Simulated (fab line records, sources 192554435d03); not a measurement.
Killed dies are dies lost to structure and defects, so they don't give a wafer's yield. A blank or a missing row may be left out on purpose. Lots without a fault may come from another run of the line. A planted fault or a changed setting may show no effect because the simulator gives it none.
Which tool did it? | flow n5_finfet | 11 lots, 33 wafers sampled, at 1 step of a route of 1938

WHAT THE GAUGES READ, wafer by wafer
N5_BEOL_M11_INSPECT_30: inspects for defects (brightfield).
lot  | measured     | on                | raw_defect_count
L443 | day 12 02:16 | defect_inspect-01 | 366 356 321
L444 | day 12 06:04 | defect_inspect-02 | 418 369 410
L447 | day 13 02:00 | defect_inspect-02 | 401 457 483
L449 | day 13 07:02 | defect_inspect-01 | 417 360 422
L450 | day 13 07:07 | defect_inspect-01 | 317 323 432
L452 | day 14 11:20 | defect_inspect-01 | 469 449 548
L460 | day 16 06:37 | defect_inspect-02 | 394 316 404
L463 | day 16 23:00 | defect_inspect-02 | 487 494 631
L462 | day 16 23:14 | defect_inspect-02 | 637 429 511
L466 | day 17 16:49 | defect_inspect-02 | 455 474 614
L465 | day 17 21:25 | defect_inspect-01 | 334 282 289

WHICH TOOL RAN EACH LOT (tool, then ch and the chambers of the sampled wafers, then the start)
The record holds no process step before these readings.

THE ANSWER, worked out from the rows above alone
Rule: what is usual is taken from the lots themselves. Put in order of their means at a reading, lots are off if they are a third of the lots or fewer, leave a main group of 4 or more, and stand apart from it by a gap of 3 or more times the standard deviation of the main group's means; of several such gaps the widest counts. A main group whose means are all the same, to the digits that the tables above print for the reading, isn't used. A lot without any number at a reading at which 4 lots or more have one is off too. The other lots that the step has rows for count as sound.
No lot is off at any reading shown: from this, nothing can be told.

WHAT THE SIMULATOR HAD PUT IN
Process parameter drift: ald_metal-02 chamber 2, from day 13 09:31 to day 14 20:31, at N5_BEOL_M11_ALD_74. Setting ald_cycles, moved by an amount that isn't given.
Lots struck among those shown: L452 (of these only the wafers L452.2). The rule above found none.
